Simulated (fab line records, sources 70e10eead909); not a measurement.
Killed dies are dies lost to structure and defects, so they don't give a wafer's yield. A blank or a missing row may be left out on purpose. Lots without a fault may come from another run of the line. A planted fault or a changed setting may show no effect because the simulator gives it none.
fab line records | flow nand_harc
record lots=5 wafers=15 last_day=23
route steps=1159 shown P_M0@258
lots that met no fault: from a run of the same line without faults
start_h: hours from the record's first day to the start of the lot's first wafer shown | wait_h: hours since the lot's step before | " the same as in the row above | L1.1+2: a row that stands for several wafers | - no value, or no start given | * or withheld: withheld | < > ~ a bound
route shown NAME@n: a module of which the file shows steps, and the number in the route of the first | usual: mean/standard deviation of fault-free wafers | same: alike in all rows | chamber/n: place in a boat | sites: the reading at each site | _std_site: their standard deviation | _edge_site: outer sites' mean less inner sites' | radius_mm: how far each site lies from the wafer's centre | mask NAME#n: copy n | behind: the tool/chamber that last shaped the wafer | hold: why the lot was held/for how many hours/how that ended | device: the transistor (n, p or np) that didn't switch | end of line: the same wafers' tests at the end of the route | a step without rows: its recipe alone | killed: dies lost to structure and defects at the first sort, not the wafer's yield | map: a wafer's dies, x killed, . not, _ none there
set.NAME: the setting as run; set.NAME@STEP: as run at that earlier step | model.NAME: the simulator's own value behind a step, which no gauge read
lots at some steps of the route; a table a step, a row a wafer
services: from which hour (start_h, from the record's first day; less than 0 if before it) a tool's chamber was out of use, for how many hours, and why
## steps
# step NHARC_P_M0_SOFTBAKE_04
# recipe temp_c=105 time_s=55
# usual plate_temp_C=105.00/0.15
# columns lot.wafer tool chamber start_h wait_h plate_temp_C
L080.1 litho_track-06 0 - - 105.09
L080.3 " 0 " " 104.97
L080.4 " 0 " " 104.97
L083.1 litho_track-01 0 - - 105.07
L083.2 " 0 " " 105.18
L083.3 " 0 " " 105.11
L087.2 litho_track-06 0 - - 105.11
L087.3 " 0 " " 105.08
L087.5 " 0 " " 105.06
L093.3 litho_track-06 0 - - 105.07
L093.5 " 0 " " 104.93
L093.6 " 0 " " 105.14
L094.1 litho_track-04 0 - - 104.83
L094.4 " 0 " " 105.12
L094.5 " 0 " " 104.85
# step NHARC_P_M0_EBR_05
# columns lot.wafer tool chamber start_h wait_h
L080.1+3+4 litho_track-06 0 - -
L083.1+2+3 litho_track-01 0 - -
L087.2+3+5 litho_track-06 0 - -
L093.3+5+6 litho_track-06 0 - -
L094.1+4+5 litho_track-04 0 - -
# step NHARC_P_M0_EXPOSE_06
# recipe na=1.35 target_cd_nm=90 dose_mj=81.28 mask_id=P_M0
# columns lot.wafer tool chamber start_h wait_h mask
L080.1+3+4 arfi_scanner-01 0 164.69 - P_M0#0
L083.1+2+3 arfi_scanner-01 0 173.05 - P_M0#0
L087.2+3+5 arfi_scanner-01 0 203.23 - P_M0#0
L093.3+5+6 arfi_scanner-03 0 233.74 - P_M0#0
L094.1+4+5 arfi_scanner-01 0 236.98 - P_M0#0
# step NHARC_P_M0_PEB_07
# recipe peb_temp_c=100 peb_time_s=65
# usual plate_temp_C=100.03/0.13
# columns lot.wafer tool chamber start_h wait_h plate_temp_C
L080.1 litho_track-01 0 164.75 0.1 99.85
L080.3 " 0 " " 99.93
L080.4 " 0 " " 99.90
L083.1 litho_track-04 0 173.11 0.1 100.19
L083.2 " 0 " " 100.22
L083.3 " 0 " " 100.15
L087.2 litho_track-01 0 203.29 0.1 99.93
L087.3 " 0 " " 100.08
L087.5 " 0 " " 100.10
L093.3 litho_track-01 0 233.79 0.0 100.03
L093.5 " 0 " " 100.07
L093.6 " 0 " " 100.17
L094.1 litho_track-01 0 237.04 0.1 100.00
L094.4 " 0 " " 99.95
L094.5 " 0 " " 100.10
# step NHARC_P_M0_DEVELOP_08
# recipe develop_time_s=35 dev_temp_c=23
# columns lot.wafer tool chamber start_h wait_h
L080.1+3+4 litho_track-01 0 - -
L083.1+2+3 litho_track-04 0 - -
L087.2+3+5 litho_track-01 0 - -
L093.3+5+6 litho_track-01 0 - -
L094.1+4+5 litho_track-01 0 - -
# step NHARC_P_M0_CD_MEAS_09
# recipe target_cd_nm=90 landing_energy_ev=500
# usual cd_nm=90.1/0.52
# columns lot.wafer tool chamber start_h wait_h cd_nm
L080.1 cd_sem-01 0 164.82 - 90.1
L080.3 " 0 " " 90.7
L080.4 " 0 " " 90.1
L083.1 cd_sem-01 0 173.19 - 90.3
L083.2 " 0 " " 90.5
L083.3 " 0 " " 90.3
L087.2 cd_sem-01 0 203.37 - 90.4
L087.3 " 0 " " 89.5
L087.5 " 0 " " 89.2
L093.3 cd_sem-02 0 233.87 - 90.5
L093.5 " 0 " " 90.0
L093.6 " 0 " " 90.3
L094.1 cd_sem-02 0 237.12 - 89.7
L094.4 " 0 " " 89.9
L094.5 " 0 " " 89.2
# step NHARC_P_M0_OVL_MEAS_10
# recipe pitch_nm=180
# usual overlay_x_nm=-0.2/0.86 overlay_y_nm=0.0/0.78
# columns lot.wafer tool chamber start_h wait_h overlay_x_nm overlay_y_nm
L080.1 overlay-01 - 164.91 - -1.7 -0.4
L080.3 " - " " -1.6 -0.1
L080.4 " - " " -1.6 -0.2
L083.1 overlay-02 - 173.28 - -0.7 -0.2
L083.2 " - " " -1.6 0.4
L083.3 " - " " -1.1 -0.1
L087.2 overlay-01 - 203.45 - 1.2 0.8
L087.3 " - " " 1.3 1.0
L087.5 " - " " 0.8 1.7
L093.3 overlay-02 - 233.96 - 0.3 1.0
L093.5 " - " " 0.5 0.9
L093.6 " - " " 0.6 0.6
L094.1 overlay-02 - 237.21 - -1.2 -0.7
L094.4 " - " " -1.4 -1.1
L094.5 " - " " -1.3 -0.9
# step NHARC_P_M0_INSPECT_11
# usual raw_defect_count=3.7/2.4
# columns lot.wafer tool chamber start_h wait_h raw_defect_count
L080.1 defect_inspect-01 - 164.95 0.0 4
L080.3 " - " " 4
L080.4 " - " " 4
L083.1 defect_inspect-01 - 173.32 0.0 3
L083.2 " - " " 4
L083.3 " - " " 2
L087.2 defect_inspect-01 - 203.49 0.0 2
L087.3 " - " " 4
L087.5 " - " " 3
L093.3 defect_inspect-01 - 233.99 0.0 7
L093.5 " - " " 9
L093.6 " - " " 10
L094.1 defect_inspect-01 - 237.25 0.0 5
L094.4 " - " " 5
L094.5 " - " " 8
# step NHARC_P_M0_DESCUM_14
# recipe time_s=3 o2_flow_sccm=200 ar_flow_sccm=0 bias_power_w=0 chemistry=O2
# usual drypump_motor_current_A=5.5/0.61 oes_product_au=0.998/0.0081 rf_vpp_V=57.5/0.85 showerhead_plenum_p_Torr=1.87/0.081 throttle_valve_pct=11.311/0.0097
# columns lot.wafer tool chamber start_h wait_h drypump_motor_current_A oes_product_au rf_hours_counter_h rf_vpp_V showerhead_plenum_p_Torr throttle_valve_pct
L080.3 rie_diel-11 1 165.02 0.1 4.7 1.000 9 56.6 1.83 11.322
L080.1 " 2 " " 6.2 0.994 10 56.7 1.80 11.301
L080.4 " 3 " " 4.8 0.993 10 57.4 1.80 11.309
L083.3 rie_diel-07 2 173.38 0.1 5.6 1.012 6 57.4 1.87 11.322
L083.1 " 3 " " 5.2 0.998 6 57.9 2.04 11.297
L083.2 " 1 " " 5.2 1.007 6 58.4 1.84 11.324
L087.2 rie_diel-04 3 203.55 0.1 6.5 1.001 6 57.5 1.84 11.302
L087.3 " 2 " " 6.4 1.012 6 56.7 1.89 11.307
L087.5 " 3 " " 6.5 1.005 - 58.3 1.84 11.297
L093.3 rie_diel-04 1 234.07 0.1 5.3 0.996 9 59.3 2.01 11.313
L093.5 " 3 " " 6.5 1.005 - 58.6 1.84 11.320
L093.6 " 0 " " 5.7 1.008 - 58.0 2.06 11.330
L094.4 rie_diel-11 1 237.32 0.1 4.7 0.992 3 57.0 1.83 11.311
L094.1 " 2 " " 6.2 1.010 4 58.5 1.79 11.317
L094.5 " 1 " " 4.7 1.002 - 56.8 1.83 11.286
# step NHARC_P_M0_ETCH_34
# recipe target_depth_a=400 overetch_a=120 time_s=43.94 ion_energy_ev=200 n2_flow_sccm=150 h2_flow_sccm=150 ar_flow_sccm=0 rf_w=400 bias_w=150 chemistry=N2/H2
# usual drypump_motor_current_A=5.6/0.61 oes_product_au=0.997/0.0078 rf_fwd_power_W=395.2/2 rf_vpp_V=429.4/2.4 showerhead_plenum_p_Torr=1.99/0.085 throttle_valve_pct=14.171/0.0091
# columns lot.wafer tool chamber start_h wait_h drypump_motor_current_A oes_product_au rf_fwd_power_W rf_hours_counter_h rf_vpp_V showerhead_plenum_p_Torr throttle_valve_pct
L080.3 rie_diel-11 3 165.10 0.1 4.8 1.001 393.4 10 426.8 1.91 14.179
L080.1 " 0 " " 6.0 1.000 396.1 9 430.7 2.04 14.176
L080.4 " 2 " " 6.2 0.991 394.0 10 427.1 1.91 14.165
L083.2 rie_diel-07 1 173.46 0.1 5.2 0.997 395.2 6 429.7 1.96 14.174
L083.3 " 3 " " 5.1 1.000 397.8 6 435.1 2.18 14.170
L083.1 " 0 " " 6.0 0.990 392.8 6 428.3 1.96 14.171
L087.3 rie_diel-04 2 203.66 0.1 6.4 1.001 396.1 6 431.4 2.01 14.165
L087.2 " 3 " " 6.5 1.013 394.0 6 427.9 1.96 14.162
L087.5 " 3 " " 6.5 1.009 398.0 - 429.0 1.96 14.182
L093.3 rie_diel-04 0 234.19 0.1 5.7 1.002 396.7 9 434.1 2.20 14.157
L093.6 " 2 " " 6.4 1.012 395.4 - 430.4 2.01 14.169
L093.5 " 3 " " 6.5 1.000 397.6 - 428.9 1.96 14.160
L094.4 rie_diel-11 3 237.39 0.1 4.8 0.995 395.0 4 424.8 1.91 14.162
L094.1 " 0 " " 6.1 1.000 394.9 4 429.8 2.04 14.178
L094.5 " 0 " " 6.1 1.014 395.9 - 429.5 2.04 14.176
# step NHARC_P_M0_ETCH_15
# recipe target_depth_a=1500 overetch_a=150 time_s=82.5 c4f8_flow_sccm=withheld ar_flow_sccm=400 rf_w=600 bias_w=300 chemistry=C4F8/Ar
# usual oes_product_au=0.954/0.019 rf_fwd_power_W=595.3/2.4 rf_vpp_V=439.6/2.6
# columns lot.wafer tool chamber start_h wait_h oes_product_au rf_fwd_power_W rf_hours_counter_h rf_vpp_V
L080.1 rie_diel-11 2 - - 0.979 590.6 10 437.3
L080.4 " 3 " " 0.966 592.9 10 438.4
L080.3 " 0 " " 0.968 594.1 9 441.1
L083.2 rie_diel-07 0 - - 0.934 596.5 6 439.8
L083.3 " 1 " " 0.923 595.1 6 437.8
L083.1 " 2 " " 0.934 596.1 6 440.7
L087.2 rie_diel-04 1 - - 0.955 591.1 7 444.3
L087.3 " 2 " " 0.968 598.2 6 440.6
L087.5 " 2 " " 0.959 596.1 - 440.0
L093.3 rie_diel-04 3 - - 0.931 596.0 9 439.6
L093.6 " 1 " " 0.930 593.4 - 444.2
L093.5 " 2 " " 0.933 593.6 - 439.0
L094.4 rie_diel-11 1 - - 0.947 594.1 3 439.4
L094.1 " 2 " " 0.965 597.7 4 436.2
L094.5 " 0 " " 0.964 596.5 - 442.8
# step NHARC_P_M0_CD_MEAS_16
# usual cd_nm=89.9/0.54
# columns lot.wafer tool chamber start_h wait_h cd_nm
L080.1 cd_sem-01 - 165.31 - 89.6
L080.3 " - " " 91.3
L080.4 " - " " 89.5
L083.1 cd_sem-01 - 173.68 - 90.1
L083.2 " - " " 90.0
L083.3 " - " " 90.5
L087.2 cd_sem-03 - 203.90 - 89.8
L087.3 " - " " 89.9
L087.5 " - " " 89.0
L093.3 cd_sem-03 - 234.41 - 90.2
L093.5 " - " " 90.3
L093.6 " - " " 90.3
L094.1 cd_sem-03 - 237.61 - 89.7
L094.4 " - " " 89.6
L094.5 " - " " 89.7
## services
# columns tool chamber start_h hours kind
litho_track-04 - 141.00 7.0 pm
rie_diel-11 0 144.00 - clean
rie_diel-11 1 144.00 - clean
rie_diel-11 2 144.00 - clean
rie_diel-11 3 144.00 - clean
rie_diel-04 0 145.40 - clean
rie_diel-04 1 145.40 - clean
rie_diel-04 2 145.40 - clean
rie_diel-04 3 145.40 - clean
rie_diel-04 - 168.34 0.5 repair
rie_diel-11 0 168.50 - clean
rie_diel-11 1 168.50 - clean
rie_diel-11 2 168.50 - clean
rie_diel-11 3 168.50 - clean
rie_diel-04 0 169.90 - clean
rie_diel-04 1 169.90 - clean
rie_diel-04 2 169.90 - clean
rie_diel-04 3 169.90 - clean
arfi_scanner-01 - 188.52 0.7 repair
rie_diel-11 - 189.50 9.0 pm
rie_diel-11 0 189.50 9.0 vent_cycle
arfi_scanner-01 - 196.00 4.0 pm
rie_diel-04 2 224.64 4.7 repair
rie_diel-07 - 228.47 9.0 pm
## key
fault none
